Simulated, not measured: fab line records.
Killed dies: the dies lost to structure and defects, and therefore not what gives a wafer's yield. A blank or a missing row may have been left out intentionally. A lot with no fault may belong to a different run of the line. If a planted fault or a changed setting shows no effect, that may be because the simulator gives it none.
fab line records | flow nand-harc
[record] lots = 6 wafers = 18 last-day = 34
route steps=1302 shown A_CONTACT@998
lots untouched by any fault: they come from a run of this same line in which no faults occurred
start-h: start of the lot's first displayed wafer, in hours after the record's first day | wait-h: hours from the lot's prior step to this one | " same as the row above | L1.1+2: several wafers, shown together as one row | - either no value or no given start | * or withheld: withheld | < > ~ a bound
route shown NAME@n: NAME is a module with steps in the file, n the number in the route of the first one | usual: the fault-free wafers' mean and standard deviation | same: alike in all rows | chamber/n: place in a boat | sites: each site's reading | _std_site: the values' standard deviation | _edge_site: outer sites' mean less inner sites' | radius-mm: how far each site lies from the wafer's centre | mask NAME#n: copy n | behind: the most recent tool/chamber to have shaped the wafer | hold: cause of the lot's hold/its duration in hours/its outcome | device: transistor that didn't switch, given as n, p or np | end of line: tests run on the same wafers once the route is complete | step lacking rows: just its recipe | killed: dies lost to structure and defects at the first sort, not the wafer's yield | map: a wafer's dies, x killed, . not, _ none there
set.NAME: setting as actually run; set.NAME@STEP: the setting as run at that earlier step | model.NAME: the simulator's own value behind a step, which no gauge read
lots at some steps of the route; a table a step, a row a wafer
services: from which hour (start-h, from the record's first day; less than 0 if before it) a tool's chamber was out of use, for how many hours, and why
[[steps]]
[step NHARC_A_CONTACT_OVL_MEAS_43]
[usual] overlay-x-nm = 0.1/0.9 overlay-y-nm = 0.0/0.83
// columns lot.wafer tool chamber start-h wait-h overlay-x-nm overlay-y-nm
L496.3 overlay-01 - 556.89 - 1.3 2.1
L496.4 " - " " 1.4 1.1
L496.6 " - " " 0.9 1.6
L506.1 overlay-01 - 629.98 - -0.7 -0.6
L506.4 " - " " -0.1 -0.5
L506.6 " - " " -0.6 -0.9
L504.1 overlay-02 - 630.15 - 0.4 0.3
L504.4 " - " " 1.0 0.4
L504.5 " - " " 1.1 0.7
L510.1 overlay-02 - 687.48 - 0.4 -0.1
L510.3 " - " " 0.9 0.1
L510.4 " - " " 1.1 0.2
L511.4 overlay-02 - 697.56 - 0.8 -0.7
L511.5 " - " " 1.2 0.3
L511.6 " - " " 0.6 0.1
L513.1 overlay-02 - 736.56 - 0.2 -0.7
L513.5 " - " " -0.1 -0.8
L513.6 " - " " 0.2 -0.8
[step NHARC_A_CONTACT_INSPECT_44]
[usual] raw-defect-count = 72/37
// columns lot.wafer tool chamber start-h wait-h raw-defect-count
L496.3 defect-inspect-02 - 556.92 0.0 67
L496.4 " - " " 76
L496.6 " - " " 63
L506.1 defect-inspect-01 - 630.02 0.0 117
L506.4 " - " " 93
L506.6 " - " " 109
L504.1 defect-inspect-01 - 630.20 0.1 88
L504.4 " - " " 77
L504.5 " - " " 84
L510.1 defect-inspect-02 - 687.52 0.0 124
L510.3 " - " " 97
L510.4 " - " " 122
L511.4 defect-inspect-01 - 697.59 0.0 12
L511.5 " - " " 20
L511.6 " - " " 19
L513.1 defect-inspect-02 - 736.60 0.0 44
L513.5 " - " " 56
L513.6 " - " " 43
[step NHARC_A_CONTACT_DESCUM_47]
[recipe] time-s = 3 o2-flow-sccm = 200 ar-flow-sccm = 0 bias-power-w = 0 chemistry = O2
[step NHARC_A_CONTACT_ETCH_48]
[recipe] target-depth-a = 390 over-etch-frac = 0.3 time-s = 65 ion-energy-ev = 80 cf4-flow-sccm = 150 ar-flow-sccm = 0 rf-w = 300 bias-w = 100 chemistry = CF4
[step NHARC_A_CONTACT_ETCH_49]
[recipe] target-depth-a = 2600 over-etch-frac = 0.3 time-s = 475.3 ion-energy-ev = 200 n2-flow-sccm = 150 h2-flow-sccm = 150 ar-flow-sccm = 0 rf-w = 400 bias-w = 150 chemistry = N2/H2
[step NHARC_A_CONTACT_ETCH_50]
[recipe] target-depth-a = 1210 time-s = 60.5 cf4-flow-sccm = 100 chf3-flow-sccm = 30 ar-flow-sccm = 0 rf-w = 500 bias-w = 200 chemistry = CF4/CHF3
[usual] bias-w = 200.1/0.6 cf4-flow-sccm = 100.04/0.26 chamber-pressure-mTorr = 25.003/0.022 drypump-motor-current-A = 5.72/0.28 mfc-ar-sccm = 0.011/0.012 oes-product-au = 0.942/0.024 rf-vpp-V = 369.5/2.8 showerhead-plenum-p-Torr = 1.54/0.082 throttle-valve-pct = 16.802/0.0091
// columns lot.wafer tool chamber start-h wait-h bias-w cf4-flow-sccm chamber-pressure-mTorr drypump-motor-current-A mfc-ar-sccm oes-product-au rf-hours-counter-h rf-vpp-V showerhead-plenum-p-Torr throttle-valve-pct
L496.4 rie-diel-05 0 - - 200.6 100.29 24.995 5.57 0.029 0.933 44 367.7 1.48 16.800
L496.3 " 1 " " 199.5 99.93 24.984 5.81 0 0.930 47 367.0 1.47 16.811
L496.6 " 0 " " 200.4 100.02 24.984 5.58 0.029 0.922 - 368.8 1.48 16.798
L506.4 rie-diel-11 0 - - 199.7 99.93 25.028 5.93 0.028 0.968 4 366.6 1.47 16.793
L506.1 " 1 " " 199.5 100.20 24.993 5.46 0.020 0.961 2 366.9 1.47 16.825
L506.6 " 1 " " 200.4 99.55 25.013 5.48 0.020 0.957 - 367.1 1.47 16.803
L504.4 rie-diel-05 1 - - 201.0 100.20 24.989 5.75 0 0.960 11 368.9 1.47 16.811
L504.1 " 3 " " 200.0 99.98 25.017 6.02 0 0.959 12 369.1 1.57 16.798
L504.5 " 0 " " 200.7 100.03 24.968 5.56 0.029 0.954 - 367.4 1.48 16.796
L510.3 rie-diel-05 3 - - 199.4 99.81 24.988 6.01 0 0.929 34 370.3 1.57 16.796
L510.1 " 0 " " 201.0 99.90 24.992 5.55 0.029 0.920 35 366.1 1.47 16.798
L510.4 " 1 " " 199.5 100.19 25.046 5.75 0 0.922 35 368.0 1.46 16.792
L511.4 rie-diel-07 3 - - 201.0 100.34 25.049 5.78 0 0.981 5 374.3 1.69 16.802
L511.5 " 2 " " 199.3 99.78 24.987 5.10 0.021 0.964 - 369.4 1.51 16.797
L511.6 " 3 " " 200.2 100.54 25.006 5.74 0 0.984 - 374.9 1.69 16.800
L513.1 rie-diel-07 0 - - 200.3 99.68 24.966 5.73 0.000 0.975 10 373.3 1.65 16.813
L513.5 " 1 " " 200.1 99.87 25.019 5.91 0.003 0.978 - 367.1 1.47 16.805
L513.6 " 2 " " 200.2 100.34 25.052 5.08 0.021 0.963 - 369.0 1.51 16.796
[step NHARC_A_CONTACT_ETCH_51]
[recipe] target-depth-a = 70000 over-etch-frac = 0.3 time-s = 1820 ion-energy-ev = 150 o2-flow-sccm = 400 cos-flow-sccm = 20 ar-flow-sccm = 0 rf-w = 500 bias-w = 300 chemistry = O2/COS
[step NHARC_A_CONTACT_ETCH_111]
[recipe] source-w = withheld pressure-mtorr = 20 bias-v = withheld time-s = 140 target-depth-a = 7000 ar-flow-sccm = withheld c4f8-flow-sccm = withheld o2-flow-sccm = withheld chemistry = C4F8/O2/Ar
[usual] chamber-pressure-mTorr = 20.001/0.019 oes-air-line-au = 1.000/0.021
// columns lot.wafer tool chamber start-h wait-h chamber-pressure-mTorr oes-air-line-au rf-hours-counter-h
L496.4 har-cap-etch-01 1 558.87 - 20.001 1.022 -
L496.3 " 0 " " 19.975 1.012 -
L496.6 " 0 " " 20.024 1.010 -
L506.1 har-cap-etch-02 0 631.99 - 20.022 1.021 108
L506.4 " 1 " " 19.992 0.954 -
L506.6 " 1 " " 19.988 0.996 -
L504.1 har-cap-etch-03 0 632.16 - 19.998 0.992 63
L504.4 " 0 " " 20.015 0.996 -
L504.5 " 0 " " 19.986 1.009 -
L510.1 har-cap-etch-03 1 689.45 - 19.971 1.002 74
L510.4 " 0 " " 20.016 1.006 -
L510.3 " 1 " " 20.013 0.988 -
L511.4 har-cap-etch-03 1 699.56 - 20.009 1.011 -
L511.6 " 1 " " 20.020 0.993 -
L511.5 " 0 " " 20.002 0.999 -
L513.1 har-cap-etch-03 1 738.51 - 19.983 1.035 81
L513.5 " 0 " " 20.011 0.981 -
L513.6 " 1 " " 19.978 1.019 -
[step NHARC_A_CONTACT_ETCH_112]
[recipe] source-w = withheld pressure-mtorr = 20 bias-v = 3000 time-s = 190 target-depth-a = 18500 ar-flow-sccm = withheld c4f8-flow-sccm = withheld o2-flow-sccm = withheld chemistry = C4F8/O2/Ar
[step NHARC_A_CONTACT_ETCH_113]
[recipe] source-w = withheld pressure-mtorr = 20 bias-v = 3000 time-s = 190 target-depth-a = 18500 ar-flow-sccm = withheld c4f8-flow-sccm = withheld o2-flow-sccm = withheld chemistry = C4F8/O2/Ar
[usual] chamber-pressure-mTorr = 20.000/0.018 oes-air-line-au = 0.999/0.018
// columns lot.wafer tool chamber start-h wait-h chamber-pressure-mTorr oes-air-line-au rf-hours-counter-h
L496.4 har-cap-etch-01 1 559.23 0.1 19.976 0.977 -
L496.3 " 0 " " 19.998 1.007 -
L496.6 " 0 " " 19.998 1.009 -
L506.1 har-cap-etch-02 0 632.48 0.2 20.006 0.999 108
L506.4 " 1 " " 19.962 1.002 -
L506.6 " 1 " " 19.981 0.989 -
L504.1 har-cap-etch-03 0 632.53 0.1 20.006 1.028 63
L504.4 " 0 " " 20.007 1.034 -
L504.5 " 0 " " 19.992 1.020 -
L510.1 har-cap-etch-03 1 689.81 0.1 20.013 0.996 74
L510.4 " 0 " " 20.013 1.005 -
L510.3 " 1 " " 19.992 0.993 -
L511.4 har-cap-etch-03 1 699.93 0.1 19.974 0.973 -
L511.6 " 1 " " 20.016 0.964 -
L511.5 " 0 " " 20.028 0.976 -
L513.1 har-cap-etch-03 1 738.88 0.1 20.015 1.017 82
L513.5 " 0 " " 20.018 1.016 -
L513.6 " 1 " " 19.991 1.007 -
[step NHARC_A_CONTACT_ETCH_114]
[recipe] source-w = withheld pressure-mtorr = 20 bias-v = 3000 time-s = 190 target-depth-a = 18500 ar-flow-sccm = withheld c4f8-flow-sccm = withheld o2-flow-sccm = withheld chemistry = C4F8/O2/Ar
[usual] chamber-pressure-mTorr = 20.001/0.018 oes-air-line-au = 1.005/0.019
// columns lot.wafer tool chamber start-h wait-h chamber-pressure-mTorr oes-air-line-au rf-hours-counter-h
L496.4 har-cap-etch-01 1 559.41 0.1 19.978 0.998 -
L496.3 " 0 " " 19.997 0.987 -
L496.6 " 0 " " 20.040 0.990 -
L504.1 har-cap-etch-03 0 632.70 0.1 19.998 1.003 63
L504.4 " 0 " " 20.001 1.013 -
L504.5 " 0 " " 19.976 0.993 -
L506.1 har-cap-etch-02 0 632.70 0.2 20.029 1.016 108
L506.4 " 1 " " 20.018 0.982 -
L506.6 " 1 " " 19.987 1.012 -
L510.1 har-cap-etch-03 1 689.98 0.1 19.981 0.993 74
L510.4 " 0 " " 19.960 1.027 -
L510.3 " 1 " " 19.975 0.999 -
L511.4 har-cap-etch-03 1 700.10 0.1 20.011 1.011 -
L511.6 " 1 " " 20.002 1.023 -
L511.5 " 0 " " 20.026 0.976 -
L513.1 har-cap-etch-03 1 739.05 0.1 19.986 0.969 82
L513.5 " 0 " " 19.993 1.024 -
L513.6 " 1 " " 20.023 0.989 -
[step NHARC_A_CONTACT_ETCH_115]
[recipe] source-w = withheld pressure-mtorr = 20 bias-v = 3000 time-s = 190 target-depth-a = 18500 ar-flow-sccm = withheld c4f8-flow-sccm = withheld o2-flow-sccm = withheld chemistry = C4F8/O2/Ar
[usual] chamber-pressure-mTorr = 20.001/0.016 oes-air-line-au = 0.999/0.022
// columns lot.wafer tool chamber start-h wait-h chamber-pressure-mTorr oes-air-line-au rf-hours-counter-h
L496.4 har-cap-etch-01 1 559.58 0.1 19.982 0.975 -
L496.3 " 0 " " 20.010 1.005 -
L496.6 " 0 " " 19.975 0.989 -
L504.1 har-cap-etch-03 0 632.87 0.1 20.005 0.997 63
L504.4 " 0 " " 20.018 1.005 -
L504.5 " 0 " " 20.010 0.962 -
L506.1 har-cap-etch-02 0 632.93 0.2 20.010 1.004 108
L506.4 " 1 " " 20.003 0.983 -
L506.6 " 1 " " 19.998 1.015 -
L510.1 har-cap-etch-03 1 690.15 0.1 20.001 1.016 74
L510.4 " 0 " " 19.962 1.016 -
L510.3 " 1 " " 20.024 1.005 -
L511.4 har-cap-etch-03 1 700.27 0.1 20.006 1.000 -
L511.6 " 1 " " 19.992 0.977 -
L511.5 " 0 " " 19.982 1.001 -
L513.1 har-cap-etch-03 1 739.22 0.1 20.001 0.948 82
L513.5 " 0 " " 20.017 1.007 -
L513.6 " 1 " " 20.004 0.968 -
[step NHARC_A_CONTACT_ETCH_116]
[recipe] source-w = withheld pressure-mtorr = 20 bias-v = 3000 time-s = 190 target-depth-a = 18500 ar-flow-sccm = withheld c4f8-flow-sccm = withheld o2-flow-sccm = withheld chemistry = C4F8/O2/Ar
[usual] chamber-pressure-mTorr = 19.999/0.017 oes-air-line-au = 1.001/0.022
// columns lot.wafer tool chamber start-h wait-h chamber-pressure-mTorr oes-air-line-au rf-hours-counter-h
L496.4 har-cap-etch-01 1 559.75 0.1 20.002 1.014 -
L496.3 " 0 " " 20.001 1.000 -
L496.6 " 0 " " 19.971 0.984 -
L504.1 har-cap-etch-03 0 633.04 0.1 - - -
L504.4 " 0 " " - - -
L504.5 " 0 " " - - -
L506.1 har-cap-etch-02 0 633.16 0.2 - - -
L506.4 " 1 " " - - -
L506.6 " 1 " " - - -
L510.1 har-cap-etch-03 1 690.32 0.1 20.018 0.998 74
L510.4 " 0 " " 20.025 0.985 -
L510.3 " 1 " " 19.995 0.996 -
L511.4 har-cap-etch-03 1 700.44 0.1 20.023 1.011 -
L511.6 " 1 " " 19.997 1.005 -
L511.5 " 0 " " 19.990 0.978 -
L513.1 har-cap-etch-03 1 739.39 0.1 20.022 1.010 82
L513.5 " 0 " " 19.968 1.007 -
L513.6 " 1 " " 19.993 0.981 -
[step NHARC_A_CONTACT_ETCH_117]
[recipe] source-w = withheld pressure-mtorr = 20 bias-v = 3000 time-s = 190 target-depth-a = 18500 ar-flow-sccm = withheld c4f8-flow-sccm = withheld o2-flow-sccm = withheld chemistry = C4F8/O2/Ar
[[services]]
// columns tool chamber start-h hours kind
rie-diel-05 0 538.10 - clean
rie-diel-05 1 538.10 - clean
rie-diel-05 2 538.10 - clean
rie-diel-05 3 538.10 - clean
rie-diel-07 2 544.02 7.6 repair
rie-diel-05 0 554.66 1.3 repair
rie-diel-11 - 555.10 0.7 repair
rie-diel-05 0 562.73 - clean
rie-diel-05 1 562.73 - clean
rie-diel-05 2 562.73 - clean
rie-diel-05 3 562.73 - clean
rie-diel-05 - 583.74 9.0 pm
rie-diel-05 0 583.74 9.0 vent-cycle
rie-diel-05 1 583.74 9.0 vent-cycle
rie-diel-05 2 583.74 9.0 vent-cycle
rie-diel-05 3 583.74 9.0 vent-cycle
rie-diel-11 2 584.07 7.0 repair
rie-diel-05 0 592.74 - clean
rie-diel-05 1 592.74 - clean
rie-diel-11 2 603.70 5.3 repair
rie-diel-11 - 612.82 9.0 pm
rie-diel-07 - 648.75 9.0 pm
rie-diel-05 2 653.44 5.8 repair
rie-diel-11 3 705.08 4.3 repair
[[key]]
[first-sign] step = NHARC_A_CONTACT_ETCH_116 reading = tool-record direction = missing
effect none on later readings
met-at NHARC_A_CONTACT_ETCH_116
struck-wafers L504.1,L504.4,L504.5,L506.1,L506.4,L506.6
later-rows-left-out L504.1,L504.4,L504.5,L506.1,L506.4,L506.6
sort-left-out L504.1,L504.4,L504.5,L506.1,L506.4,L506.6
tester-left-out L504,L506
[fault] kind = skipped-step-whole tool = har-cap-etch-02,har-cap-etch-03 chamber = - onset-h = 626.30 steps = NHARC_A_CONTACT_ETCH_116 scope = struck-lots-only
// tester-left-out: of these lots the tester's yield and bins aren't shown, on N5 and GAA mostly nor the transistor test; their killed dies are dies lost to structure and defects alone, not to doping, threshold or leakage, so they don't give the yield
// sort-left-out: the simulated sort isn't trusted on such a fault, so these wafers' sort isn't shown, and their yield isn't known
// later-rows-left-out: the simulator's readings of these wafers behind a module that went badly wrong aren't trusted and aren't shown, but for the sort
